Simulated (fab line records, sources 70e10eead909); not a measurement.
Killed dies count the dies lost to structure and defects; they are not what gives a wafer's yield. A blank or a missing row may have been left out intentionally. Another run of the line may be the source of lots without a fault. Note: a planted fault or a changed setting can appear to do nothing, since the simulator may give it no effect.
Struck lot and sound lot, side by side -- flow nand-harc -- 14 steps out of a route of 1302
Sound: wafers L143.1, L143.2, L143.6. The struck wafers were L161.1, L161.3, L161.6. The cause comes at the end.
Each step with rows lists, per side, the tool, then ch with its chambers, then its first start. Under that, the readings that differ: sound wafers -- struck wafers -- difference of the means -- sigmas: that difference in standard deviations of wafers without a fault.
alike: readings with means less than 2 such deviations apart, plus words and numbers identical on both sides. not compared: withheld readings, readings lacking a value on some wafer, bounds such as >300 that could conceal the same value, and numbers that have no deviation in the record and whose values overlap.
Wherever a step has rows on one side only, a row that says differs or no value, or a row with sigmas, the two part there. Numbers that have no deviation but don't overlap get no sigmas and don't part them. Lack of a reading on every wafer of one side parts them only where that side has two or more wafers.

first, 4 steps without rows for these wafers: NHARC_A_DECK1_JOINT_CURE_26 (time 32 s); NHARC_A_DECK1_JOINT_ANNEAL_27 (time 3600 s); NHARC_A_DECK1_JOINT_ANNEAL_28 (time 1800 s); NHARC_A_DECK1_JOINT_ANNEAL_29 (time 1800 s).
NHARC_A_DECK1_JOINT_CMP_02: polishes SiOx.
  sound on cmp-03 ch 0,1,3, day 13 20:28; struck on cmp-01 ch 0,2, day 20 08:17
  alike: motor-current-A
next, for these wafers, 1 step has no rows: NHARC_A_DECK1_JOINT_SRD_15.
NHARC_A_DECK1_JOINT_DEP_16: deposits SiO2, target thk 45 nm.
  sound on pecvd-01 ch 1,2, day 13 20:52; struck on pecvd-02 ch 0,1, day 20 08:40
  alike: heater-power-w, throttle-valve-pct
  not compared: since-wet-clean-h
NHARC_A_DECK1_JOINT_THK_MEAS_17: measures by ellipsometry.
  sound on film-metro-01, day 13 21:14; struck on film-metro-02, day 20 08:57
  alike: thk-nm
NHARC_A_DECK1_JOINT_INSPECT_05:
  sound on defect-inspect-01, day 13 21:16; struck on defect-inspect-02, day 20 08:59
reading,sound,struck,difference,sigmas
raw-defect-count,224 230 318,360 593 470,+217,+2
following that, 1 step holds no rows for these wafers, namely NHARC_A_ONON_D2_DEP_00 (target thickness 1000 nm).
NHARC_A_ONON_D2_THK_MEAS_02: measures by ellipsometry.
  sound on film-metro-01, day 13 21:50; struck on film-metro-02, day 20 09:34
  alike: thk-nm
NHARC_A_ONON_D2_DEP_03: target thk 1000 nm.
  sound on pecvd-onon-02 ch 0, day 13 21:54; struck on pecvd-onon-04 ch 0, day 20 09:37
NHARC_A_ONON_D2_THK_MEAS_05: measures by ellipsometry.
  sound on film-metro-02, day 13 22:25; struck on film-metro-02, day 20 10:07
reading,sound,struck,difference,sigmas
thk-nm (nm),983 983 984,956 957 957,-27,-3
following that, 1 step holds no rows for these wafers, namely NHARC_A_ONON_D2_DEP_06 (target thickness 1000 nm).

WHERE THEY PART
Last at NHARC_A_ONON_D2_THK_MEAS_05 as far as this record goes, first at NHARC_A_DECK1_JOINT_INSPECT_05.

WHY: what had been put in by the simulator
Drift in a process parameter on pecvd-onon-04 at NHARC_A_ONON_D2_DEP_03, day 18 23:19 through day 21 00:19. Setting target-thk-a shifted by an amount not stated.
